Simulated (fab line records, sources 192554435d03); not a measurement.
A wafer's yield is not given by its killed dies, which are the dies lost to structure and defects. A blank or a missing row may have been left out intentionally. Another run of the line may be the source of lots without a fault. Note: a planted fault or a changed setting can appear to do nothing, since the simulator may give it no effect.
Matching of chambers + flow n5_finfet + N5_BEOL_M9_ALD_74 on ald_metal-04 has 4 sister chambers
The step deposits TaN, target thk 2 nm, pulse time 2 s, purge time 3 s. 4 wafers are shown with their chamber, then 11 later ones without.

== WAFERS PAIRED WITH THEIR CHAMBERS ==
| wafer  | chamber | heater_power_w (W) |
|--------|---------|--------------------|
| L083.6 | 0       | 399                |
| L084.3 | 1       | 431                |
| L084.6 | 2       | 449                |
| L088.1 | 3       | 444                |

== WAFERS WITHOUT THEIR CHAMBER ==
| wafer  | heater_power_w (W) |
|--------|--------------------|
| L088.3 | 447                |
| L088.6 | 449                |
| L090.2 | 450                |
| L090.5 | 446                |
| L090.6 | 398                |
| L092.2 | 428                |
| L092.3 | 430                |
| L092.5 | 439                |
| L093.3 | 448                |
| L093.5 | 437                |
| L093.6 | 448                |

== WHICH CHAMBER EACH WENT THROUGH ==
| wafer  | from the rows above          | in truth                   |
|--------|------------------------------|----------------------------|
| L088.3 | can't be placed: 2 or 3      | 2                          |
| L088.6 | can't be placed: 2 or 3      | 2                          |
| L090.2 | can't be placed: 2 or 3      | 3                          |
| L090.5 | can't be placed: 3 or 2      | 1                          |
| L090.6 | 0                            | 0                          |
| L092.2 | 1                            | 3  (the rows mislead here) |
| L092.3 | 1                            | 1                          |
| L092.5 | can't be placed: 3 or 1 or 2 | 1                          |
| L093.3 | can't be placed: 2 or 3      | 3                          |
| L093.5 | can't be placed: 1 or 3      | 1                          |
| L093.6 | can't be placed: 2 or 3      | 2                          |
Correctly placed: 2 of 11. From these rows, 8 cannot be placed; in 7 the true chamber is one of the candidates. Wrongly placed: 1.
How it was worked out, from the rows above alone: a wafer's distance from a chamber is the root of the sum, over the readings, of the square of ((its reading less the chamber's mean) divided by the reading's scatter). If the next closest chamber is less than 2 further off than the closest, the wafer can't be placed; otherwise it belongs to the closest. A chamber's mean is the mean of its shown wafers. The scatter: with one shown wafer a chamber, the root of the mean of the squares of how far each hidden wafer lies from its nearest shown one.
